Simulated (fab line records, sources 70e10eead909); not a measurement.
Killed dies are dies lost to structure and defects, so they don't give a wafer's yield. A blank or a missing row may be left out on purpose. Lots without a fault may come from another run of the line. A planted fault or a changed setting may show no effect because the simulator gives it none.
A struck lot beside a sound one | flow nand_harc | 15 steps out of a route of 1159
Sound: wafers L480.1, L480.3, L480.6. Struck: wafer L490.5. (L490.1, L490.4 of the same lot were not struck and are left out.) The cause comes at the end.
At each step with rows: each side's tool, then ch and its chambers, then its first start. Under that, the readings that differ: sound wafers | struck wafers | difference of the means | sigmas: that difference in standard deviations of wafers without a fault.
alike: readings whose means differ by less than 2 such deviations, and words and numbers that are the same on both sides. not compared: withheld readings, readings that some wafer has no value for, bounds like >300 that may hide the same value, and numbers for which the record gives no deviation and whose values overlap.
The two part at a step that has a row with sigmas, a row that says differs or no value, or rows on one side only. Numbers that don't overlap but have no deviation are shown without sigmas and don't part them. A reading that every wafer of one side lacks parts them only if that side has two wafers or more.

first, 7 steps without rows for these wafers: NHARC_P_M0_COAT_33 (time 65 s); NHARC_P_M0_COAT_03 (resist thk 90 nm); NHARC_P_M0_SOFTBAKE_04 (time 55 s); NHARC_P_M0_EBR_05; NHARC_P_M0_EXPOSE_06 (exposes mask P M0, target cd 90 nm); NHARC_P_M0_PEB_07 (peb time 65 s); NHARC_P_M0_DEVELOP_08 (develop time 35 s).
NHARC_P_M0_CD_MEAS_09: target cd 90 nm.
  sound on cd_sem-02 ch 0, day 7 15:27; struck on cd_sem-01 ch 0, day 10 00:19
  reading    | sound          | struck | difference | sigmas
  cd_nm (nm) | 89.7 89.8 89.6 | 88.4   | -1.3       | -3
NHARC_P_M0_OVL_MEAS_10: pitch 180 nm.
  sound on overlay-02, day 7 15:32; struck on overlay-02, day 10 00:25
  reading           | sound          | struck | difference | sigmas
  overlay_y_nm (nm) | -1.9 -1.0 -1.6 | 1.8    | +3.3       | +3
  alike: overlay_x_nm
NHARC_P_M0_INSPECT_11:
  sound on defect_inspect-01, day 7 15:34; struck on defect_inspect-01, day 10 00:28
  alike: raw_defect_count
NHARC_P_M0_DESCUM_14: chemistry O2, time 3 s.
  sound on rie_diel-01 ch 0,3, day 7 15:38; struck on rie_diel-08 ch 2, day 10 00:31
  reading                | sound                | struck | difference | sigmas
  mfc_ar_sccm (sccm)     | 0.032 0.027 0.027    | 0      | +0         | -2
  throttle_valve_pct (%) | 11.318 11.313 11.298 | 11.329 | +0.019     | +2
  alike: drypump_motor_current_A, oes_product_au, rf_vpp_V, showerhead_plenum_p_Torr
  not compared: rf_hours_counter_h
NHARC_P_M0_ETCH_34: etches the open film in N2/H2, target depth 40 nm, overetch 12 nm, time 43.94 s.
  sound on rie_diel-01 ch 0,1,2, day 7 15:44; struck on rie_diel-08 ch 1, day 10 00:38
  reading          | sound          | struck | difference | sigmas
  run_length_s (s) | 64.9 66.4 65.3 | 64.6   | -0.9       | -2
  alike: drypump_motor_current_A, mfc_ar_sccm, oes_product_au, rf_vpp_V, showerhead_plenum_p_Torr, throttle_valve_pct
  not compared: rf_hours_counter_h
NHARC_P_M0_ETCH_15: etches the open film in C4F8/Ar, target depth 150 nm, overetch 15 nm, time 82.5 s.
  sound on rie_diel-01 ch 1,2,3, day 7 15:49; struck on rie_diel-08 ch 0, day 10 00:44
  reading          | sound             | struck | difference | sigmas
  run_length_s (s) | 103.6 103.0 104.3 | 92.6   | -11.0      | -28
  alike: oes_product_au, rf_vpp_V
  not compared: rf_hours_counter_h
NHARC_P_M0_CD_MEAS_16:
  sound on cd_sem-03, day 7 15:56; struck on cd_sem-03, day 10 00:52
  reading    | sound          | struck | difference | sigmas
  cd_nm (nm) | 90.0 89.5 89.6 | 88.2   | -1.5       | -2
-- the record jumps here: 14 days lie between the struck wafers' starts before and after (it left off in module P_M0 and takes up again in module END, whose first step shown is number 1159 of the route) --
NHARC_END_SORT_01:
  the record has rows for the struck wafers here (prober-02 ch 0, day 24 07:19) and none for the sound ones

WHERE THEY PART
First at NHARC_P_M0_CD_MEAS_09; last, within this record, at NHARC_END_SORT_01.

WHY: what the simulator had put in
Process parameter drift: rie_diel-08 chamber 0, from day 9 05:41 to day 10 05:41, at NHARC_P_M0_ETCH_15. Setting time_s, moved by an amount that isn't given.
